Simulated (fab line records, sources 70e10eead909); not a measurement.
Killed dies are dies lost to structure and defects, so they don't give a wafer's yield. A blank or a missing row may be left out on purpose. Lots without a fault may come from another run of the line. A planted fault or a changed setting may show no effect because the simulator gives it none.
Chamber matching | flow nand_harc | NHARC_A_ZERO_WELL_DESCUM_12 on rie_diel-07: 4 sister chambers
The step chemistry O2, time 3 s. 8 wafers are shown with their chamber, then 9 later ones without.

WAFERS WITH THEIR CHAMBER
wafer  | chamber | drypump_motor_current_A (A) | oes_product_au (a.u.)
L402.4 | 1       | 6.5                         | 0.997
L409.2 | 3       | 6.0                         | 1.017
L409.5 | 2       | 5.1                         | 1.008
L410.1 | 3       | 6.0                         | 1.012
L410.5 | 2       | 5.1                         | 0.995
L411.1 | 1       | 6.4                         | 1.016
L411.2 | 0       | 5.5                         | 1.000
L411.6 | 0       | 5.5                         | 0.996

WAFERS WITHOUT THEIR CHAMBER
wafer  | drypump_motor_current_A (A) | oes_product_au (a.u.)
L412.2 | 6.0                         | 1.002
L412.4 | 5.5                         | 1.002
L412.6 | 5.1                         | 1.001
L413.1 | 5.1                         | 1.009
L413.3 | 5.5                         | 1.013
L413.6 | 5.1                         | 0.999
L420.2 | 6.4                         | 0.996
L420.4 | 5.5                         | 1.011
L420.6 | 5.1                         | 1.000

WHICH CHAMBER EACH WENT THROUGH
wafer  | from the rows above | in truth
L412.2 | 3                   | 3
L412.4 | 0                   | 0
L412.6 | 2                   | 2
L413.1 | 2                   | 2
L413.3 | 0                   | 0
L413.6 | 2                   | 2
L420.2 | 1                   | 1
L420.4 | 0                   | 0
L420.6 | 2                   | 2
Placed correctly: 9 of 9. Can't be placed from these rows: 0. Placed wrongly: 0.
How it was worked out, from the rows above alone: a wafer's distance from a chamber is the root of the sum, over the readings, of the square of ((its reading less the chamber's mean) divided by the reading's scatter). The wafer belongs to the nearest chamber; if the next one is less than 2 further off, it can't be placed. A chamber's mean is the mean of its shown wafers. The scatter: the root of (the sum of the squares of (reading less its chamber's mean) over the shown wafers, divided by (wafers less chambers)).
